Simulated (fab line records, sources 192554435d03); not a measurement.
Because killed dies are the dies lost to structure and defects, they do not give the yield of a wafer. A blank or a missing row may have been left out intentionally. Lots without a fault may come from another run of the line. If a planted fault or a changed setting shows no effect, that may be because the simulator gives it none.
Lot-split experiment :: flow n5-finfet :: 7 lots, 21 wafers read, on a route of 1938 steps

== ON THE SPLIT ==
At N5_PMOS_HMC_CHANNEL_EPI_ETCH_32 (etches BARC in N2/H2, stops on SiO2, target depth 85.8 nm, time 50.3 s), the setting bias-w was moved away from the recipe's 150 W on 7 of the 21 wafers read, by -13.4% to +14.2%. The other wafers ran this setting at the recipe's value.

The reading comes from the split's own step.

== THE READING ==
rf-vpp-V, in V, at N5_PMOS_HMC_CHANNEL_EPI_ETCH_32 (etches BARC in N2/H2, stops on SiO2, target depth 85.8 nm, time 50.3 s). On this fab line, fault-free wafers typically give 523.7 V with a standard deviation of 2.4 V.

wafer: L080.1
tool, chamber at the split: rie-diel-05, 1
bias-w as run, W: 150
against the recipe: recipe
rf-vpp-V, V: 526.8
against lot-mates on the recipe: -

wafer: L080.4
tool, chamber at the split: rie-diel-05, 3
bias-w as run, W: 150
against the recipe: recipe
rf-vpp-V, V: 519.0
against lot-mates on the recipe: -

wafer: L080.5
tool, chamber at the split: rie-diel-05, 0
bias-w as run, W: 150
against the recipe: recipe
rf-vpp-V, V: 525.1
against lot-mates on the recipe: -

wafer: L083.1
tool, chamber at the split: rie-diel-05, 1
bias-w as run, W: 150
against the recipe: recipe
rf-vpp-V, V: 523.7
against lot-mates on the recipe: -

wafer: L083.4
tool, chamber at the split: rie-diel-05, 3
bias-w as run, W: 167.8
against the recipe: +11.9%
rf-vpp-V, V: 558.1
against lot-mates on the recipe: +34.4

wafer: L083.5
tool, chamber at the split: rie-diel-05, 0
bias-w as run, W: 150
against the recipe: recipe
rf-vpp-V, V: 523.8
against lot-mates on the recipe: -

wafer: L085.3
tool, chamber at the split: rie-diel-05, 0
bias-w as run, W: 150
against the recipe: recipe
rf-vpp-V, V: 523.5
against lot-mates on the recipe: -

wafer: L085.5
tool, chamber at the split: rie-diel-05, 0
bias-w as run, W: 171.3
against the recipe: +14.2%
rf-vpp-V, V: 570.5
against lot-mates on the recipe: +48.6

wafer: L085.6
tool, chamber at the split: rie-diel-05, 3
bias-w as run, W: 150
against the recipe: recipe
rf-vpp-V, V: 520.3
against lot-mates on the recipe: -

wafer: L087.1
tool, chamber at the split: rie-diel-02, 1
bias-w as run, W: 150
against the recipe: recipe
rf-vpp-V, V: 524.9
against lot-mates on the recipe: -

wafer: L087.2
tool, chamber at the split: rie-diel-02, 0
bias-w as run, W: 130.9
against the recipe: -12.7%
rf-vpp-V, V: 476.5
against lot-mates on the recipe: -48.4

wafer: L087.6
tool, chamber at the split: rie-diel-02, 0
bias-w as run, W: 130.9
against the recipe: -12.7%
rf-vpp-V, V: 476.4
against lot-mates on the recipe: -48.5

wafer: L088.1
tool, chamber at the split: rie-diel-05, 3
bias-w as run, W: 150
against the recipe: recipe
rf-vpp-V, V: 520.6
against lot-mates on the recipe: -

wafer: L088.2
tool, chamber at the split: rie-diel-05, 0
bias-w as run, W: 156.8
against the recipe: +4.5%
rf-vpp-V, V: 538.5
against lot-mates on the recipe: +17.9

wafer: L088.6
tool, chamber at the split: rie-diel-05, 1
bias-w as run, W: 156.8
against the recipe: +4.5%
rf-vpp-V, V: 539.1
against lot-mates on the recipe: +18.5

wafer: L095.1
tool, chamber at the split: rie-diel-04, 0
bias-w as run, W: 150
against the recipe: recipe
rf-vpp-V, V: 522.1
against lot-mates on the recipe: -

wafer: L095.3
tool, chamber at the split: rie-diel-04, 1
bias-w as run, W: 150
against the recipe: recipe
rf-vpp-V, V: 526.8
against lot-mates on the recipe: -

wafer: L095.4
tool, chamber at the split: rie-diel-04, 3
bias-w as run, W: 150
against the recipe: recipe
rf-vpp-V, V: 521.5
against lot-mates on the recipe: -

wafer: L096.3
tool, chamber at the split: rie-diel-04, 2
bias-w as run, W: 150
against the recipe: recipe
rf-vpp-V, V: 523.0
against lot-mates on the recipe: -

wafer: L096.5
tool, chamber at the split: rie-diel-04, 2
bias-w as run, W: 150
against the recipe: recipe
rf-vpp-V, V: 522.1
against lot-mates on the recipe: -

wafer: L096.6
tool, chamber at the split: rie-diel-04, 1
bias-w as run, W: 129.9
against the recipe: -13.4%
rf-vpp-V, V: 480.4
against lot-mates on the recipe: -42.1

THE FIT
A straight line over all 21 wafers: rf-vpp-V changes by +3.37 V for each +1% of bias-w; r = +0.99; the points scatter about the line by 2.6 V.
The same after taking each lot's own level away (the mean of its wafers on the recipe; 21 wafers): +3.45 V for each +1%; r = +0.99; scatter 3 V.
That fit puts the effect of the largest move of bias-w on the reading at 49 V.
From 520.60 to 524.90 V: that is the span of the lots' own levels, equal to 1.8 times the standard deviation above.
The two slopes agree, so the slope changes little with the lot-to-lot level.
Check: for one of the wafers moved furthest among these (+14.2%), held out of the fit, the line's prediction against its lot-mates is +48.7 V. It came out at +48.6 V against them.
Tool readings at the split's step, against how far the setting was moved: rf-vpp-V r = +0.99.

== THE OTHER SPLITS THESE WAFERS WENT THROUGH ==
Other splits were also applied to these wafers ahead of the reading. Each is held against what the fit with the lots' levels taken away leaves over:
other split on the same wafers: N5_WELL_APT_PEB_06 peb-temp-c
wafers away from the commonest value: 5
r with rf-vpp-V (lot level and that fit taken away): -0.16

other split on the same wafers: N5_WELL_APT_DEVELOP_07 develop-time-s
wafers away from the commonest value: 7
r with rf-vpp-V (lot level and that fit taken away): +0.15

other split on the same wafers: N5_PMOS_HMC_CHANNEL_EPI_PEB_07 peb-temp-c
wafers away from the commonest value: 8
r with rf-vpp-V (lot level and that fit taken away): -0.01

== FILE'S OWN FIT ==
rf-vpp-V changes by +3.35 V for each +1% of bias-w, r = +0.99.
